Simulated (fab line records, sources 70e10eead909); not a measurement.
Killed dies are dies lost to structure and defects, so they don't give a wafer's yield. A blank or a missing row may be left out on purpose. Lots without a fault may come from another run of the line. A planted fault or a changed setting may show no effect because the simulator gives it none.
Which tool did it? | flow nand_harc | 13 lots, 39 wafers sampled, at 5 steps of a route of 1302

WHAT THE GAUGES READ, wafer by wafer
NHARC_END_SORT_01. Usual: killed_at_array 51, standard deviation 17; killed_at_other 1.0, standard deviation 1.2; killed_at_periphery 3.4, standard deviation 2.5; killed_dies 56, standard deviation 17; killed_open 3.3, standard deviation 2.1; killed_short 2.6, standard deviation 1.6.
lot  | measured     | on        | killed_at_array | killed_at_other | killed_at_periphery | killed_dies | killed_open | killed_short | flag
L783 | day 25 05:56 | prober-01 | 67 51 55        | 2 1 0           | 4 5 3               | 73 57 58    | 2 7 10      | 6 2 1        |
L792 | day 30 02:19 | prober-01 | 28 52 39        | 2 2 2           | 4 0 2               | 34 54 43    | 2 3 1       | 2 3 3        |
L791 | day 29 17:49 | prober-02 | 60 75 45        | 1 0 1           | 2 6 2               | 63 81 48    | 5 9 4       | 0 2 3        |
L800 | day 31 21:12 | prober-01 | 55 51 58        | 3 3 2           | 2 3 0               | 60 57 60    | 3 4 1       | 3 2 1        |
L801 | day 32 18:13 | prober-01 | 52 24 121       | 1 1 0           | 1 4 4               | 54 29 125   | 3 2 2       | 2 1 1        |
L802 | day 33 02:01 | prober-01 | 123 118 39      | 2 1 0           | 4 4 2               | 129 123 41  | 3 1 0       | 1 3 2        |

WHICH TOOL RAN EACH LOT (tool, then ch and the chambers of the sampled wafers, then the start)
lot  | NHARC_A_CONTACT_ETCH_136             | NHARC_THIN_TSV_DEP_47           | NHARC_THIN_TSV_PRE_CLEAN_50             | NHARC_THIN_TSV_STRIP_56
L782 | har_cap_etch-03 ch 0,1, day 22 08:34 | pecvd-02 ch 0,1, day 23 17:49   | pvd_sputter-02, day 23 22:34 or earlier | plasma_asher-01 ch 0,1, day 23 22:34
L783 | har_cap_etch-03 ch 0,1, day 23 03:01 | pecvd-04 ch 0,1,2, day 24 15:25 | pvd_sputter-03, day 24 20:05 or earlier | plasma_asher-02 ch 0,1, day 24 20:05
L785 | har_cap_etch-03 ch 0,1, day 23 15:13 | pecvd-02 ch 0,2, day 25 02:59   | pvd_sputter-02, day 25 07:48 or earlier | plasma_asher-02 ch 0,1, day 25 07:48
L786 | har_cap_etch-02 ch 0,1, day 23 20:02 | pecvd-04 ch 0,2, day 25 09:23   | pvd_sputter-03, day 25 14:08 or earlier | plasma_asher-01 ch 0,1, day 25 14:08
L784 | har_cap_etch-03 ch 0,1, day 23 21:43 | pecvd-02 ch 1,2, day 25 10:34   | pvd_sputter-03, day 25 15:09 or earlier | plasma_asher-02 ch 0,1, day 25 15:09
L788 | har_cap_etch-03 ch 1, day 24 23:23   | pecvd-03 ch 0,2, day 26 10:15   | pvd_sputter-02, day 26 15:02 or earlier | plasma_asher-01 ch 0,1, day 26 15:02
L792 | har_cap_etch-02 ch 0,1, day 27 11:41 | pecvd-04 ch 0,1,2, day 29 02:52 | pvd_sputter-01, day 29 07:43 or earlier | plasma_asher-01 ch 0,1, day 29 07:43
L791 | har_cap_etch-02 ch 0,1, day 27 18:43 | pecvd-04 ch 0,1, day 29 05:06   | pvd_sputter-01, day 29 10:01 or earlier | plasma_asher-02 ch 0,1, day 29 10:01
L800 | har_cap_etch-01 ch 0, day 29 20:35   | pecvd-02 ch 0,1, day 31 07:59   | pvd_sputter-01, day 31 12:46 or earlier | plasma_asher-02 ch 0,1, day 31 12:46
L801 | har_cap_etch-02 ch 0,1, day 30 11:31 | pecvd-02 ch 0,1, day 32 04:14   | pvd_sputter-02, day 32 08:59 or earlier | plasma_asher-01 ch 0,1, day 32 08:59
L802 | har_cap_etch-02 ch 0,1, day 30 18:28 | pecvd-02 ch 0,1,2, day 32 05:29 | pvd_sputter-03, day 32 10:13 or earlier | plasma_asher-01 ch 0,1, day 32 10:13
L803 | har_cap_etch-03 ch 0,1, day 30 22:37 | pecvd-03 ch 0,1,2, day 32 15:19 | pvd_sputter-02, day 32 20:02 or earlier | plasma_asher-01 ch 0,1, day 32 20:02
L805 | har_cap_etch-01 ch 0,1, day 32 14:25 | pecvd-04 ch 0,1, day 34 01:05   | pvd_sputter-03, day 34 05:40 or earlier | plasma_asher-01 ch 0,1, day 34 05:40
- NHARC_A_CONTACT_ETCH_136: etches the open film in C4F8/O2/Ar, time 311 s, target depth 1912 nm.
- NHARC_THIN_TSV_DEP_47: deposits SiO2, target thk 200 nm.
- NHARC_THIN_TSV_PRE_CLEAN_50: time 30 s.
- NHARC_THIN_TSV_STRIP_56: strips in O2.

WHAT THE TOOLS THEMSELVES READ (means of the sampled wafers that have a number; where no wafer has one, the mark that the record gives instead)
NHARC_A_CONTACT_ETCH_136. Usual: chamber_pressure_mTorr 20.000 mTorr, standard deviation 0.021.
lot  | tool            | chamber_pressure_mTorr (mTorr) | flag
L782 | har_cap_etch-03 | 20.014                         |
L783 | har_cap_etch-03 | 20.003                         |
L785 | har_cap_etch-03 | 19.991                         |
L786 | har_cap_etch-02 | 20.012                         |
L784 | har_cap_etch-03 | 20.009                         |
L788 | har_cap_etch-03 | 19.994                         |
L792 | har_cap_etch-02 | 20.023                         |
L791 | har_cap_etch-02 | 19.999                         |
L800 | har_cap_etch-01 | 20.017                         |
L801 | har_cap_etch-02 | 20.004                         |
L802 | har_cap_etch-02 | 19.995                         |
L803 | har_cap_etch-03 | 19.985                         |
L805 | har_cap_etch-01 | 20.006                         |

NHARC_THIN_TSV_DEP_47. Usual: throttle_valve_pct 15.6 %, standard deviation 0.41.
lot  | tool     | throttle_valve_pct (%) | flag
L782 | pecvd-02 | 15.7                   |
L783 | pecvd-04 | 15.7                   |
L785 | pecvd-02 | 16.0                   |
L786 | pecvd-04 | 16.0                   |
L784 | pecvd-02 | 16.0                   |
L788 | pecvd-03 | 16.0                   |
L792 | pecvd-04 | 15.5                   |
L791 | pecvd-04 | 15.3                   |
L800 | pecvd-02 | 15.4                   |
L801 | pecvd-02 | 15.3                   |
L802 | pecvd-02 | 15.6                   |
L803 | pecvd-03 | 15.6                   |
L805 | pecvd-04 | 15.4                   |

NHARC_THIN_TSV_PRE_CLEAN_50. Usual: heater_power_w 408 W, standard deviation 24; susceptor_temp_C 279.98 C, standard deviation 0.19.
lot  | tool           | heater_power_w (W) | susceptor_temp_C (C) | flag
L782 | pvd_sputter-02 | 397                | 279.92               |
L783 | pvd_sputter-03 | 412                | 279.88               |
L785 | pvd_sputter-02 | 398                | 280.02               |
L786 | pvd_sputter-03 | 397                | 280.02               |
L784 | pvd_sputter-03 | 410                | 280.06               |
L788 | pvd_sputter-02 | 396                | 279.96               |
L792 | pvd_sputter-01 | 411                | 280.05               |
L791 | pvd_sputter-01 | 416                | 280.11               |
L800 | pvd_sputter-01 | 421                | 280.02               |
L801 | pvd_sputter-02 | 402                | 279.97               |
L802 | pvd_sputter-03 | 412                | 280.05               |
L803 | pvd_sputter-02 | 391                | 279.93               |
L805 | pvd_sputter-03 | 419                | 279.92               |

NHARC_THIN_TSV_STRIP_56. Usual: drypump_motor_current_A 5.5 A, standard deviation 0.46; heater_power_w 306 W, standard deviation 34.
lot  | tool            | drypump_motor_current_A (A) | heater_power_w (W) | flag
L782 | plasma_asher-01 | 5.8                         | 308                |
L783 | plasma_asher-02 | 4.8                         | 330                |
L785 | plasma_asher-02 | 4.8                         | 318                |
L786 | plasma_asher-01 | 5.8                         | 286                |
L784 | plasma_asher-02 | 4.8                         | 313                |
L788 | plasma_asher-01 | 5.9                         | 311                |
L792 | plasma_asher-01 | 5.9                         | 307                |
L791 | plasma_asher-02 | 4.8                         | 331                |
L800 | plasma_asher-02 | 4.8                         | 315                |
L801 | plasma_asher-01 | 5.9                         | 318                |
L802 | plasma_asher-01 | 5.8                         | 290                |
L803 | plasma_asher-01 | 5.8                         | 291                |
L805 | plasma_asher-01 | 5.8                         | 291                |

THE ANSWER, worked out from the rows above alone
Rule: a lot is off if the mean of its wafers that have a number lies more than 3 standard deviations from the usual mean. A lot without any number at a reading at which 4 lots or more have one is off too. The other lots that the step has rows for count as sound. The gauges are gone through in route order, then the tools' own readings, and for those a lot's mean is taken as printed above. The first step at which some lot is off is used, and at that step the reading that is off furthest; a lot without a number counts as furthest.
No lot is off at any reading shown: from this, nothing can be told.

WHAT THE SIMULATOR HAD PUT IN
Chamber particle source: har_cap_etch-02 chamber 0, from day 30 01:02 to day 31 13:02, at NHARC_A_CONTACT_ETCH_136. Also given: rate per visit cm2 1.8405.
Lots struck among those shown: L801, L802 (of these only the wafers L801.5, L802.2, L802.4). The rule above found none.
